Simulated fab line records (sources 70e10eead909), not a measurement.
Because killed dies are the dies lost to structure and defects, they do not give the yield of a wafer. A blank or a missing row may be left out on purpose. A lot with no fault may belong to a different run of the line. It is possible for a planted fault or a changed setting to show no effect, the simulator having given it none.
What tool caused it? | flow nandHarc | 36 wafers sampled from 12 lots at 1 step of a route of 1302

## WHAT THE GAUGES READ, wafer by wafer
NHARC_A_M0_CD_MEAS_16.
lot  | measured     | on       | cdNm (nm)
L074 | day 23 11:10 | cdSem-03 | 81.2 81.2 81.0
L077 | day 24 09:44 | cdSem-02 | 80.4 81.4 79.2
L080 | day 25 06:30 | cdSem-02 | 78.8 79.2 80.3
L081 | day 25 18:27 | cdSem-01 | 79.8 79.5 79.9
L086 | day 27 02:49 | cdSem-03 | 80.2 80.2 80.5
L084 | day 27 16:28 | cdSem-03 | 79.3 80.1 79.4
L087 | day 28 11:08 | cdSem-03 | 78.3 79.7 79.7
L088 | day 29 05:02 | cdSem-02 | 81.7 79.4 79.2
L092 | day 30 00:16 | cdSem-01 | 80.7 82.2 79.5
L093 | day 30 09:37 | cdSem-01 | 79.1 79.3 80.8
L095 | day 31 03:02 | cdSem-03 | 78.8 80.0 79.8
L097 | day 33 01:51 | cdSem-02 | 80.2 80.8 80.4

## EACH LOT AND THE TOOL THAT RAN IT (in order: tool; ch and the chambers of the sampled wafers; start)
The record shows no process step preceding these readings.

## THE ANSWER, worked out from the rows above alone
Rule: usual is defined by the lots themselves. The widest of any qualifying gaps counts: lots, ordered by their means at a reading, are off when they make up no more than a third of the lots, leave a main group of 4 or more, and stand apart from it by 3 or more times the standard deviation of that group's means. A main group whose means are all the same, to the digits that the tables above print for the reading, isn't used. Also off: a lot with no number at a reading for which 4 or more lots have one. Any other lot the step has rows for is counted as sound.
No lot is off at any reading shown: from this, nothing can be told.

## WHAT WAS PUT IN BY THE SIMULATOR
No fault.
